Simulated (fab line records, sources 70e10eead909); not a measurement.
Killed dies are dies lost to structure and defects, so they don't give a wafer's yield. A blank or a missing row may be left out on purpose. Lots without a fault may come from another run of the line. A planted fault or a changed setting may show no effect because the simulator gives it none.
fab line records | flow nand_harc
record lots=14 wafers=42 last_day=25
route steps=1159 shown THIN_TSV@1127 END@1159
lots that met no fault: from a run of the same line without faults
start_h: hours from the record's first day to the start of the lot's first wafer shown | wait_h: hours since the lot's step before | " the same as in the row above | L1.1+2: a row that stands for several wafers | - no value, or no start given | * or withheld: withheld | < > ~ a bound
route shown NAME@n: a module of which the file shows steps, and the number in the route of the first | usual: mean/standard deviation of fault-free wafers | same: alike in all rows | chamber/n: place in a boat | sites: the reading at each site | _std_site: their standard deviation | _edge_site: outer sites' mean less inner sites' | radius_mm: how far each site lies from the wafer's centre | mask NAME#n: copy n | behind: the tool/chamber that last shaped the wafer | hold: why the lot was held/for how many hours/how that ended | device: the transistor (n, p or np) that didn't switch | end of line: the same wafers' tests at the end of the route | a step without rows: its recipe alone | killed: dies lost to structure and defects at the first sort, not the wafer's yield | map: a wafer's dies, x killed, . not, _ none there
set.NAME: the setting as run; set.NAME@STEP: as run at that earlier step | model.NAME: the simulator's own value behind a step, which no gauge read
steps of the route over a sample of lots; a table a step, a row a wafer
services: from which hour (start_h, from the record's first day; less than 0 if before it) a tool's chamber was out of use, for how many hours, and why
## steps
# step NHARC_THIN_TSV_DEGAS_49
# recipe temp_c=300 time_s=120
# usual heater_power_w=484/57
# columns lot.wafer tool chamber start_h wait_h heater_power_w
L739.3 pvd_sputter-03 - 432.25 0.1 455
L739.2 " - " " 527
L739.5 " - " " 460
L740.4 pvd_sputter-03 - 434.09 0.1 465
L740.3 " - " " 502
L740.2 " - " " 529
L741.3 pvd_sputter-01 - 434.34 0.1 494
L741.1 " - " " 483
L741.6 " - " " 477
L743.1 pvd_sputter-01 - 441.84 0.1 481
L743.3 " - " " 499
L743.5 " - " " 498
L744.1 pvd_sputter-02 - 465.64 0.2 530
L744.6 " - " " 610
L744.5 " - " " 548
L749.3 pvd_sputter-01 - 470.47 0.1 489
L749.4 " - " " 472
L749.6 " - " " 494
L745.4 pvd_sputter-03 - 476.52 0.1 470
L745.6 " - " " 527
L745.5 " - " " 374
L746.4 pvd_sputter-02 - 484.32 0.1 541
L746.3 " - " " 456
L746.6 " - " " 534
L753.4 pvd_sputter-03 - 501.86 0.1 381
L753.2 " - " " 489
L753.5 " - " " 477
L754.4 pvd_sputter-02 - 528.31 0.1 609
L754.3 " - " " 548
L754.1 " - " " 424
L758.3 pvd_sputter-03 - 537.34 0.1 384
L758.1 " - " " 470
L758.4 " - " " 490
L759.4 pvd_sputter-03 - 540.61 0.2 525
L759.6 " - " " 369
L759.5 " - " " 471
L760.1 pvd_sputter-01 - 568.66 0.2 471
L760.5 " - " " 475
L760.6 " - " " 436
L761.2 pvd_sputter-01 - 571.26 0.2 472
L761.1 " - " " 485
L761.4 " - " " 486
# step NHARC_THIN_TSV_PVD_51
# recipe target_thk_a=1000 chamber_pressure_pa=5 material=Cu
# usual throttle_valve_pct=30.3/1.1
# columns lot.wafer tool chamber start_h wait_h throttle_valve_pct
L739.2 pvd_sputter-03 - - - 29.9
L739.3 " - " " 32.5
L739.5 " - " " 29.7
L740.3 pvd_sputter-03 - - - 33.0
L740.4 " - " " 31.4
L740.2 " - " " 33.1
L741.1 pvd_sputter-01 - - - 28.8
L741.3 " - " " 30.0
L741.6 " - " " 29.3
L743.1 pvd_sputter-01 - - - 28.9
L743.3 " - " " 29.8
L743.5 " - " " 29.1
L744.1 pvd_sputter-02 - - - 29.2
L744.5 " - " " 31.6
L744.6 " - " " 30.5
L749.4 pvd_sputter-01 - - - 28.9
L749.3 " - " " 29.5
L749.6 " - " " 29.2
L745.4 pvd_sputter-03 - - - 31.6
L745.6 " - " " 31.8
L745.5 " - " " 30.0
L746.3 pvd_sputter-02 - - - 29.1
L746.4 " - " " 29.5
L746.6 " - " " 31.3
L753.2 pvd_sputter-03 - - - 32.0
L753.4 " - " " 29.7
L753.5 " - " " 29.7
L754.1 pvd_sputter-02 - - - 30.4
L754.3 " - " " 29.7
L754.4 " - " " 29.0
L758.1 pvd_sputter-03 - - - 31.4
L758.4 " - " " 30.5
L758.3 " - " " 31.7
L759.4 pvd_sputter-03 - - - 30.6
L759.6 " - " " 31.4
L759.5 " - " " 30.5
L760.1 pvd_sputter-01 - - - 30.2
L760.5 " - " " 30.5
L760.6 " - " " 30.0
L761.4 pvd_sputter-01 - - - 30.6
L761.1 " - " " 30.1
L761.2 " - " " 28.9
# step NHARC_THIN_TSV_DEGAS_53
# recipe temp_c=300 time_s=60
# usual heater_power_w=481/54
# columns lot.wafer tool chamber start_h wait_h heater_power_w
L739.3 pvd_sputter-02 - 434.46 0.1 603
L739.2 " - " " 528
L739.5 " - " " 596
L740.2 pvd_sputter-03 - 436.08 0.1 359
L740.3 " - " " 459
L740.4 " - " " 502
L741.3 pvd_sputter-02 - 436.41 0.1 620
L741.1 " - " " 548
L741.6 " - " " 424
L743.1 pvd_sputter-01 - 444.14 0.1 485
L743.3 " - " " 475
L743.5 " - " " 464
L744.1 pvd_sputter-02 - 467.82 0.1 530
L744.5 " - " " 592
L744.6 " - " " 537
L749.3 pvd_sputter-03 - 472.46 0.1 386
L749.4 " - " " 540
L749.6 " - " " 379
L745.4 pvd_sputter-03 - 478.62 0.1 475
L745.5 " - " " 496
L745.6 " - " " 536
L746.4 pvd_sputter-01 - 486.38 0.1 462
L746.3 " - " " 482
L746.6 " - " " 459
L753.2 pvd_sputter-02 - 503.92 0.1 440
L753.4 " - " " 609
L753.5 " - " " 435
L754.1 pvd_sputter-02 - 530.31 0.1 547
L754.4 " - " " 474
L754.3 " - " " 600
L758.3 pvd_sputter-01 - 539.37 0.1 467
L758.4 " - " " 439
L758.1 " - " " 475
L759.4 pvd_sputter-01 - 542.57 0.1 447
L759.5 " - " " 436
L759.6 " - " " 483
L760.1 pvd_sputter-01 - 570.63 0.1 472
L760.5 " - " " 481
L760.6 " - " " 429
L761.1 pvd_sputter-03 - 573.60 0.1 476
L761.4 " - " " 497
L761.2 " - " " 531
# step NHARC_THIN_TSV_PVD_24
# recipe target_thk_a=8000 power_w=withheld chamber_pressure_pa=withheld substrate_temp_c=withheld time_s=withheld gas=Ar material=Al
# columns lot.wafer tool chamber start_h wait_h
L739.3+2+5 pvd_sputter-02 - 434.82 0.1
L740.2+4+3 pvd_sputter-03 - 436.38 0.1
L741.3+1+6 pvd_sputter-02 - 436.69 0.1
L743.1+3+5 pvd_sputter-01 - 444.48 0.2
L744.1+5+6 pvd_sputter-02 - 468.16 0.1
L749.3+4+6 pvd_sputter-03 - 472.87 0.2
L745.4+6+5 pvd_sputter-03 - 478.89 0.1
L746.4+3+6 pvd_sputter-01 - 486.68 0.1
L753.4+2+5 pvd_sputter-02 - 504.31 0.1
L754.4+3+1 pvd_sputter-02 - 530.61 0.1
L758.3+1+4 pvd_sputter-01 - 539.66 0.1
L759.4+6+5 pvd_sputter-01 - 542.98 0.2
L760.1+6+5 pvd_sputter-01 - 571.04 0.2
L761.4+2+1 pvd_sputter-03 - 573.89 0.1
# step NHARC_END_SORT_01
# recipe temp_c=25
# usual defect_limited_yield=95.5/1.4 killed_at_array=26/9.7 killed_at_other=1.0/1.2 killed_at_periphery=3.9/2.6 killed_dies=31/9.7 killed_open=3.2/1.8 killed_short=2.0/1.3 sort_bin_2_pct=1.4/0.6 sort_bin_3_pct=0.23/0.2 sort_bin_4_pct=2.9/0.97 sort_n_pass=646/9.7 sort_rim_yield_pct=95.7/2.6 sort_yield_pct=95.5/1.4
# same gross_dies=677 sort_bin_5_pct[%]=0 sort_bin_6_pct[%]=0 sort_bin_7_pct[%]=0 sort_bin_8_pct[%]=0 sort_rim_n_gross=106.00
# columns lot.wafer tool chamber start_h wait_h defect_limited_yield[%] killed_at_array killed_at_other killed_at_periphery killed_dies killed_open killed_short sort_bin_2_pct[%] sort_bin_3_pct[%] sort_bin_4_pct[%] sort_n_pass sort_rim_yield_pct[%] sort_yield_pct[%]
L739.2 prober-01 0 445.89 2.8 95.9 23 3 2 28 3 2 1.2 0.44 2.5 649 99.1 95.9
L739.3 prober-01 0 446.69 3.1 95.1 29 2 2 33 5 3 1.2 0.15 3.5 644 94.3 95.1
L739.5 prober-01 0 448.30 3.7 96.0 23 2 2 27 6 0 1.3 0.44 2.2 650 95.3 96.0
L741.1 prober-02 0 452.79 2.5 96.2 21 1 4 26 2 2 1.3 0 2.5 651 99.1 96.2
L741.3 prober-02 0 454.40 3.1 95.6 26 2 2 30 4 1 1.5 0.30 2.7 647 92.5 95.6
L741.6 prober-02 0 456.81 4.0 95.6 26 1 3 30 2 3 1.8 0.15 2.5 647 99.1 95.6
L740.2 prober-01 0 453.71 2.8 96.9 17 2 2 21 1 1 0.4 0 2.7 656 95.3 96.9
L740.3 prober-01 0 454.52 3.1 96.0 23 1 3 27 2 3 1.3 0.44 2.2 650 93.4 96.0
L740.4 prober-01 0 455.33 3.4 96.2 23 2 1 26 3 2 0.6 0.30 3.0 651 99.1 96.2
L743.1 prober-02 0 460.62 2.5 95.7 23 0 6 29 3 1 2.1 0.30 1.9 648 94.3 95.7
L743.3 prober-02 0 462.23 3.1 96.9 14 0 7 21 4 2 0.9 0.15 2.1 656 98.1 96.9
L743.5 prober-02 0 463.85 3.7 95.7 28 0 1 29 6 1 1.0 0.15 3.1 648 94.3 95.7
L744.1 prober-01 0 477.79 2.5 94.7 30 3 3 36 4 1 1.9 0 3.4 641 95.3 94.7
L744.5 prober-01 0 481.02 3.7 93.6 41 0 2 43 6 2 1.5 0.15 4.7 634 96.2 93.6
L744.6 prober-01 0 481.82 4.0 94.1 33 1 6 40 2 2 1.9 0 4.0 637 96.2 94.1
L749.3 prober-02 0 485.90 3.1 95.1 31 0 2 33 5 2 1.6 0.15 3.1 644 99.1 95.1
L749.4 prober-02 0 486.71 3.4 95.1 30 0 3 33 3 2 1.6 0.44 2.8 644 93.4 95.1
L749.6 prober-02 0 488.34 4.1 94.5 28 1 8 37 4 2 1.2 0.59 3.7 640 93.4 94.5
L745.4 prober-01 0 490.92 3.4 96.5 19 1 4 24 7 4 1.2 0 2.4 653 99.1 96.5
L745.5 prober-01 0 491.71 3.7 97.6 14 0 2 16 0 3 0.7 0 1.6 661 99.1 97.6
L745.6 prober-01 0 492.51 4.0 97.8 11 0 4 15 3 2 1.0 0 1.2 662 99.1 97.8
L746.3 prober-02 0 501.45 3.1 97.9 13 0 1 14 1 1 0.6 0 1.5 663 96.2 97.9
L746.4 prober-02 0 502.25 3.4 97.8 12 0 3 15 2 2 0.6 0 1.6 662 100.0 97.8
L746.6 prober-02 0 503.84 4.0 97.9 13 0 1 14 4 3 0.6 0.30 1.2 663 96.2 97.9
L753.2 prober-02 0 516.14 2.8 95.3 31 1 0 32 4 3 1.5 0.30 3.0 645 98.1 95.3
L753.4 prober-02 0 517.72 3.4 0 32 643 2 677 2 5 2.2 95.27 2.5 0 0 0
L753.5 prober-02 0 518.51 3.7 0 28 647 2 677 4 4 2.1 95.72 2.2 0 0 0
L754.1 prober-01 0 549.91 2.5 93.9 38 0 3 41 1 4 2.1 0.59 3.4 636 88.7 93.9
L754.3 prober-01 0 551.50 3.1 94.7 34 0 2 36 0 2 2.2 0.30 2.8 641 90.6 94.7
L754.4 prober-01 0 552.29 3.4 0 43 634 0 677 3 2 2.1 93.94 4.0 0 0 0
L758.1 prober-01 0 557.66 2.5 95.1 33 0 0 33 1 0 1.5 0.15 3.2 644 92.5 95.1
L758.3 prober-01 0 559.27 3.1 93.6 41 1 1 43 4 3 2.4 0 4.0 634 93.4 93.6
L758.4 prober-01 0 560.07 3.4 92.6 47 3 0 50 2 1 2.1 0.15 5.2 627 95.3 92.6
L759.4 prober-02 0 560.28 3.4 94.7 31 1 4 36 3 2 1.9 0.44 3.0 641 89.6 94.7
L759.5 prober-02 0 561.09 3.7 94.1 26 6 8 40 2 2 1.5 0.44 4.0 637 95.3 94.1
L759.6 prober-02 0 561.90 4.0 95.3 32 0 0 32 3 2 2.5 0.44 1.8 645 93.4 95.3
L760.1 prober-01 0 579.55 2.5 96.3 18 3 4 25 5 0 1.0 0.15 2.5 652 98.1 96.3
L760.5 prober-01 0 582.75 3.7 96.0 20 2 5 27 2 1 1.3 0.30 2.4 650 100.0 96.0
L760.6 prober-01 0 583.55 4.0 96.8 21 1 0 22 3 0 0.7 0.30 2.2 655 98.1 96.8
L761.1 prober-02 0 587.29 2.5 94.1 31 1 8 40 3 2 1.8 0.59 3.5 637 95.3 94.1
L761.2 prober-02 0 588.10 2.8 92.6 38 2 10 50 4 4 3.2 0.15 4.0 627 87.7 92.6
L761.4 prober-02 0 589.73 3.4 95.4 24 2 5 31 1 2 1.5 0.15 3.0 646 95.3 95.4
# killed by level:class
L739.2 A_CHANNEL_HOLE_D1:chamber_film_flake=11 A_STAIRCASE:chamber_film_flake=3 A_ONON_D1:geometric_particle:short=2 A_WL_FILL:chamber_film_flake=2 THIN_TSV:chamber_film_flake=2 A_SOURCE_PLATE:geometric_particle:open=1 A_M0:geometric_particle:open=1 P_M0:unspecified:open=1
L739.3 A_CHANNEL_HOLE_D1:chamber_film_flake=14 A_STAIRCASE:chamber_film_flake=3 A_WL_FILL:chamber_film_flake=2 A_CONTACT:chamber_film_flake=2 THIN_TSV:chamber_film_flake=2 P_STI:geometric_particle:open=1 A_ONON_D1:geometric_particle:short=1 A_ONON_D1:geometric_particle:open=1
L739.5 A_CHANNEL_HOLE_D1:chamber_film_flake=12 A_CONTACT:geometric_particle:open=3 A_WL_FILL:chamber_film_flake=3 A_CHANNEL_FILL_D1:geometric_particle:open=2 THIN_TSV:chamber_film_flake=2 A_M0:geometric_particle:open=1 P_GATE:chamber_film_flake=1 P_BONDPAD:chamber_film_flake=1
L741.1 A_CHANNEL_HOLE_D1:chamber_film_flake=13 A_CONTACT:chamber_film_flake=3 A_STAIRCASE:chamber_film_flake=2 P_GATE:geometric_particle:open=1 P_M0:geometric_particle:open=1 A_CHANNEL_FILL_D1:geometric_particle:short=1 P_STI:chamber_film_flake=1 P_CONTACT:chamber_film_flake=1
L740.2 A_CHANNEL_HOLE_D1:chamber_film_flake=11 A_STAIRCASE:chamber_film_flake=3 THIN_TSV:chamber_film_flake=2 P_M0:geometric_particle:short=1 A_ONON_D1:geometric_particle:open=1 P_GATE:chamber_film_flake=1 A_CHANNEL_FILL_D1:chamber_film_flake=1 A_SLIT:chamber_film_flake=1
L741.3 A_CHANNEL_HOLE_D1:chamber_film_flake=14 A_CONTACT:chamber_film_flake=5 THIN_TSV:chamber_film_flake=2 P_BONDPAD:geometric_particle:open=1 A_ONON_D1:geometric_particle:open=1 A_CHANNEL_HOLE_D1:geometric_particle:open=1 A_CHANNEL_HOLE_D1:geometric_particle:short=1 A_CONTACT:geometric_particle:open=1
L740.3 A_CHANNEL_HOLE_D1:chamber_film_flake=12 A_WL_FILL:geometric_particle:short=2 A_ZERO_WELL:chamber_film_flake=2 A_STAIRCASE:chamber_film_flake=2 A_SLIT:chamber_film_flake=2 P_M0:geometric_particle:open=1 A_CHANNEL_FILL_D1:geometric_particle:short=1 A_WL_FILL:geometric_particle:open=1
L740.4 A_CHANNEL_HOLE_D1:chamber_film_flake=11 A_STAIRCASE:chamber_film_flake=4 A_CONTACT:geometric_particle:open=2 THIN_TSV:chamber_film_flake=2 P_M0:geometric_particle:short=1 A_CHANNEL_FILL_D1:geometric_particle:short=1 A_M0:geometric_particle:open=1 A_CHANNEL_FILL_D1:chamber_film_flake=1
L741.6 A_CHANNEL_HOLE_D1:chamber_film_flake=13 A_STAIRCASE:chamber_film_flake=4 A_CONTACT:chamber_film_flake=2 P_CONTACT:geometric_particle:open=1 A_SOURCE_PLATE:geometric_particle:short=1 A_CHANNEL_FILL_D1:geometric_particle:short=1 A_WL_FILL:geometric_particle:short=1 A_CONTACT:geometric_particle:open=1
L743.1 A_CHANNEL_HOLE_D1:chamber_film_flake=10 A_SLIT:chamber_film_flake=5 P_ZERO_WELL:chamber_film_flake=3 A_CHANNEL_FILL_D1:chamber_film_flake=3 P_GATE:geometric_particle:open=1 P_CONTACT:geometric_particle:open=1 A_WL_FILL:geometric_particle:short=1 A_CONTACT:geometric_particle:open=1
L743.3 A_CHANNEL_HOLE_D1:chamber_film_flake=4 A_SLIT:chamber_film_flake=3 A_CONTACT:geometric_particle:open=2 P_ZERO_WELL:chamber_film_flake=2 P_GATE:chamber_film_flake=2 P_M0:geometric_particle:open=1 A_SGD_CUT:geometric_particle:open=1 A_WL_FILL:geometric_particle:short=1
L743.5 A_CHANNEL_HOLE_D1:chamber_film_flake=10 A_SLIT:chamber_film_flake=4 A_CHANNEL_FILL_D1:chamber_film_flake=3 A_ONON_D1:geometric_particle:open=2 A_STAIRCASE:chamber_film_flake=2 A_M1:chamber_film_flake=2 P_CONTACT:geometric_particle:open=1 A_ONON_D1:geometric_particle:short=1
L744.1 A_CHANNEL_HOLE_D1:chamber_film_flake=12 A_SLIT:chamber_film_flake=10 THIN_TSV:chamber_film_flake=3 A_ONON_D1:geometric_particle:open=2 A_M0:geometric_particle:open=2 P_ZERO_WELL:chamber_film_flake=2 A_CONTACT:chamber_film_flake=2 A_CONTACT:geometric_particle:short=1
L744.5 A_CHANNEL_HOLE_D1:chamber_film_flake=23 A_SLIT:chamber_film_flake=7 A_CONTACT:chamber_film_flake=4 A_ONON_D1:geometric_particle:open=2 A_M0:geometric_particle:open=2 P_STI:geometric_particle:short=1 A_SOURCE_PLATE:geometric_particle:short=1 A_CHANNEL_HOLE_D1:geometric_particle:open=1
L744.6 A_CHANNEL_HOLE_D1:chamber_film_flake=11 A_STAIRCASE:chamber_film_flake=8 A_SLIT:chamber_film_flake=6 A_CHANNEL_FILL_D1:chamber_film_flake=3 P_ZERO_WELL:chamber_film_flake=2 A_ZERO_WELL:chamber_film_flake=2 P_STI:geometric_particle:short=1 P_CONTACT:geometric_particle:open=1
L749.3 A_CHANNEL_HOLE_D1:chamber_film_flake=16 A_CONTACT:chamber_film_flake=4 A_CHANNEL_FILL_D1:geometric_particle:open=2 P_M1:chamber_film_flake=2 A_STAIRCASE:chamber_film_flake=2 A_SOURCE_PLATE:geometric_particle:open=1 A_SOURCE_PLATE:geometric_particle:short=1 A_CONTACT:geometric_particle:short=1
L749.4 A_CHANNEL_HOLE_D1:chamber_film_flake=14 A_CONTACT:chamber_film_flake=8 P_M1:chamber_film_flake=3 A_CONTACT:geometric_particle:open=2 A_STAIRCASE:chamber_film_flake=2 A_CHANNEL_FILL_D1:geometric_particle:short=1 A_SGD_CUT:geometric_particle:open=1 A_WL_FILL:geometric_particle:short=1
L749.6 A_CHANNEL_HOLE_D1:chamber_film_flake=16 P_M1:chamber_film_flake=6 A_CONTACT:chamber_film_flake=4 A_M0:geometric_particle:open=2 A_WL_FILL:chamber_film_flake=2 P_GATE:geometric_particle:open=1 A_ONON_D1:geometric_particle:short=1 A_CHANNEL_HOLE_D1:geometric_particle:short=1
L745.4 A_CONTACT:chamber_film_flake=4 A_WL_FILL:geometric_particle:open=3 P_M1:chamber_film_flake=3 A_CHANNEL_HOLE_D1:chamber_film_flake=3 A_CHANNEL_HOLE_D1:geometric_particle:short=2 A_ZERO_WELL:chamber_film_flake=2 P_M1:geometric_particle:open=1 A_CHANNEL_HOLE_D1:geometric_particle:open=1
L745.5 A_CONTACT:chamber_film_flake=6 A_CHANNEL_HOLE_D1:chamber_film_flake=4 P_M1:chamber_film_flake=2 A_SOURCE_PLATE:geometric_particle:short=1 A_CHANNEL_FILL_D1:geometric_particle:short=1 A_WL_FILL:geometric_particle:short=1 A_STAIRCASE:chamber_film_flake=1
L745.6 A_CONTACT:chamber_film_flake=3 P_STI:chamber_film_flake=2 P_M1:chamber_film_flake=2 A_CHANNEL_HOLE_D1:geometric_particle:short=1 A_CHANNEL_FILL_D1:geometric_particle:open=1 A_WL_FILL:geometric_particle:short=1 A_CONTACT:geometric_particle:open=1 A_BLC:geometric_particle:open=1
L746.3 A_CONTACT:chamber_film_flake=7 A_CHANNEL_HOLE_D1:chamber_film_flake=2 A_CHANNEL_FILL_D1:geometric_particle:short=1 A_BLC:geometric_particle:open=1 P_ZERO_WELL:chamber_film_flake=1 A_CHANNEL_FILL_D1:chamber_film_flake=1 A_STAIRCASE:chamber_film_flake=1
L746.4 A_CHANNEL_FILL_D1:chamber_film_flake=2 A_STAIRCASE:chamber_film_flake=2 A_CONTACT:chamber_film_flake=2 P_M0:geometric_particle:short=1 A_SOURCE_PLATE:geometric_particle:open=1 A_CONTACT:geometric_particle:open=1 A_CONTACT:geometric_particle:short=1 P_ZERO_WELL:chamber_film_flake=1
L746.6 A_CHANNEL_HOLE_D1:chamber_film_flake=4 A_CONTACT:geometric_particle:open=2 A_CONTACT:chamber_film_flake=2 P_M1:geometric_particle:open=1 A_ONON_D1:geometric_particle:short=1 A_CHANNEL_HOLE_D1:geometric_particle:short=1 A_BLC:geometric_particle:open=1 A_M0:geometric_particle:short=1
L753.2 A_CHANNEL_HOLE_D1:chamber_film_flake=16 A_STAIRCASE:chamber_film_flake=5 A_CONTACT:chamber_film_flake=3 A_ONON_D1:geometric_particle:short=1 A_CHANNEL_HOLE_D1:geometric_particle:open=1 A_CHANNEL_FILL_D1:geometric_particle:short=1 A_SGD_CUT:geometric_particle:open=1 A_WL_FILL:geometric_particle:short=1
L753.4 THIN_TSV:area_pvd=643 A_CHANNEL_HOLE_D1:chamber_film_flake=20 A_CONTACT:chamber_film_flake=4 A_ONON_D1:geometric_particle:short=2 A_STAIRCASE:chamber_film_flake=2 P_CONTACT:geometric_particle:short=1 A_CHANNEL_FILL_D1:geometric_particle:short=1 A_CHANNEL_FILL_D1:geometric_particle:open=1
L753.5 THIN_TSV:area_pvd=646 A_CHANNEL_HOLE_D1:chamber_film_flake=10 A_CONTACT:chamber_film_flake=7 A_STAIRCASE:chamber_film_flake=4 A_WL_FILL:geometric_particle:short=2 A_CONTACT:geometric_particle:open=2 A_M1:geometric_particle:short=2 P_CONTACT:geometric_particle:open=1
L754.1 A_CHANNEL_HOLE_D1:chamber_film_flake=18 A_SLIT:chamber_film_flake=12 P_ZERO_WELL:chamber_film_flake=2 A_CONTACT:chamber_film_flake=2 A_SOURCE_PLATE:geometric_particle:short=1 A_ONON_D1:geometric_particle:short=1 A_CHANNEL_HOLE_D1:geometric_particle:short=1 A_CHANNEL_FILL_D1:geometric_particle:short=1
L754.3 A_CHANNEL_HOLE_D1:chamber_film_flake=12 A_SLIT:chamber_film_flake=12 A_STAIRCASE:chamber_film_flake=3 A_BLC:chamber_film_flake=3 P_GATE:chamber_film_flake=2 A_CONTACT:chamber_film_flake=2 A_CHANNEL_FILL_D1:geometric_particle:short=1 A_CONTACT:geometric_particle:short=1
L754.4 THIN_TSV:area_pvd=634 A_CHANNEL_HOLE_D1:chamber_film_flake=17 A_SLIT:chamber_film_flake=17 A_CONTACT:chamber_film_flake=4 A_CONTACT:geometric_particle:open=2 A_ONON_D1:geometric_particle:open=1 A_ONON_D1:geometric_particle:short=1 A_WL_FILL:geometric_particle:short=1
L758.1 A_SLIT:chamber_film_flake=14 A_CONTACT:chamber_film_flake=6 A_SGD_CUT:chamber_film_flake=3 A_CHANNEL_HOLE_D1:chamber_film_flake=2 A_STAIRCASE:chamber_film_flake=2 A_BLC:chamber_film_flake=2 A_M1:chamber_film_flake=2 A_SGD_CUT:geometric_particle:open=1
L758.3 A_SLIT:chamber_film_flake=9 A_BLC:chamber_film_flake=6 A_SGD_CUT:chamber_film_flake=5 A_CONTACT:chamber_film_flake=5 A_CHANNEL_HOLE_D1:chamber_film_flake=3 A_STAIRCASE:chamber_film_flake=3 A_M1:chamber_film_flake=3 A_CONTACT:geometric_particle:open=2
L758.4 A_SLIT:chamber_film_flake=16 A_BLC:chamber_film_flake=8 A_CHANNEL_HOLE_D1:chamber_film_flake=7 A_CONTACT:chamber_film_flake=7 A_M1:chamber_film_flake=4 A_SGD_CUT:chamber_film_flake=2 THIN_TSV:chamber_film_flake=2 A_CONTACT:geometric_particle:short=1
L759.4 A_CHANNEL_HOLE_D1:chamber_film_flake=23 P_ZERO_WELL:chamber_film_flake=3 A_CONTACT:chamber_film_flake=2 A_STAIRCASE:chamber_film_flake=2 P_STI:geometric_particle:open=1 A_CHANNEL_FILL_D1:geometric_particle:short=1 A_STAIRCASE:geometric_particle:open=1 A_SGD_CUT:geometric_particle:short=1
L759.5 A_CHANNEL_HOLE_D1:chamber_film_flake=17 P_ZERO_WELL:chamber_film_flake=7 THIN_TSV:chamber_film_flake=6 A_CONTACT:chamber_film_flake=2 P_M0:geometric_particle:short=1 A_SGD_CUT:geometric_particle:open=1 A_CONTACT:geometric_particle:open=1 A_M0:geometric_particle:short=1
L759.6 A_CHANNEL_HOLE_D1:chamber_film_flake=18 A_STAIRCASE:chamber_film_flake=4 A_CONTACT:chamber_film_flake=3 A_ONON_D1:geometric_particle:open=2 A_SLIT:chamber_film_flake=2 A_CHANNEL_FILL_D1:geometric_particle:short=1 A_CHANNEL_FILL_D1:geometric_particle:open=1 A_WL_FILL:geometric_particle:short=1
L760.1 A_CONTACT:chamber_film_flake=6 THIN_TSV:chamber_film_flake=3 A_CONTACT:geometric_particle:open=2 P_STI:chamber_film_flake=2 A_ZERO_WELL:chamber_film_flake=2 A_CHANNEL_HOLE_D1:chamber_film_flake=2 A_STAIRCASE:chamber_film_flake=2 A_WL_FILL:chamber_film_flake=2
L760.5 A_CHANNEL_HOLE_D1:chamber_film_flake=6 A_STAIRCASE:chamber_film_flake=5 A_CONTACT:chamber_film_flake=3 P_ZERO_WELL:chamber_film_flake=2 P_STI:chamber_film_flake=2 A_SLIT:chamber_film_flake=2 A_WL_FILL:chamber_film_flake=2 P_M2:geometric_particle:short=1
L760.6 A_WL_FILL:chamber_film_flake=6 A_CONTACT:chamber_film_flake=5 A_STAIRCASE:chamber_film_flake=4 A_CHANNEL_HOLE_D1:chamber_film_flake=3 A_ONON_D1:geometric_particle:open=1 A_SGD_CUT:geometric_particle:open=1 A_M1:geometric_particle:open=1 THIN_TSV:chamber_film_flake=1
L761.1 A_SLIT:chamber_film_flake=23 A_CHANNEL_HOLE_D1:chamber_film_flake=3 P_GATE:chamber_film_flake=2 P_M0:geometric_particle:open=1 P_M1:geometric_particle:open=1 A_WL_FILL:geometric_particle:short=1 A_CONTACT:geometric_particle:open=1 A_BLC:geometric_particle:short=1
L761.2 A_SLIT:chamber_film_flake=14 A_CHANNEL_HOLE_D1:chamber_film_flake=9 A_CONTACT:chamber_film_flake=4 P_STI:chamber_film_flake=3 P_GATE:chamber_film_flake=3 A_STAIRCASE:chamber_film_flake=3 A_CHANNEL_FILL_D1:geometric_particle:short=2 P_M0:chamber_film_flake=2
L761.4 A_SLIT:chamber_film_flake=10 A_CHANNEL_HOLE_D1:chamber_film_flake=6 A_CONTACT:chamber_film_flake=3 THIN_TSV:chamber_film_flake=2 P_STI:chamber_film_flake=2 P_M0:chamber_film_flake=2 A_ONON_D1:geometric_particle:short=1 A_CONTACT:geometric_particle:open=1
## services
# columns tool chamber start_h hours kind
pvd_sputter-03 - 458.00 10.0 pm
pvd_sputter-01 - 514.03 10.0 pm
pvd_sputter-03 - 544.72 2.2 repair
pvd_sputter-02 - 570.22 10.0 pm
## key
first_sign step=NHARC_END_SORT_01 reading=killed_at_other direction=up sigmas=99+ usual=1.0 struck=641.3
effect step=NHARC_END_SORT_01 reading=sort_bin_3_pct direction=up sigmas=99+ usual=0.23 struck=94.98
more_kills_born_at NHARC_THIN_TSV_PVD_24@pvd_sputter-02=1923
met_at NHARC_THIN_TSV_PVD_24
struck_lots L753,L754
struck_wafers L753.4,L753.5,L754.4
later_rows_left_out L753.4,L753.5,L754.4
not_acting_at NHARC_THIN_TSV_DEGAS_49,NHARC_THIN_TSV_PVD_51,NHARC_THIN_TSV_DEGAS_53
onset_between 436.69 504.31
fault kind=process_parameter_drift tool=pvd_sputter-02 chamber=- onset_h=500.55 steps=NHARC_THIN_TSV_PVD_24 channel=target_thk_a offset=* shape=step end_h=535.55 acts_in=* stated=* scope=struck_wafers_only
# later_rows_left_out: the simulator's readings of these wafers behind a module that went badly wrong aren't trusted and aren't shown, but for the sort
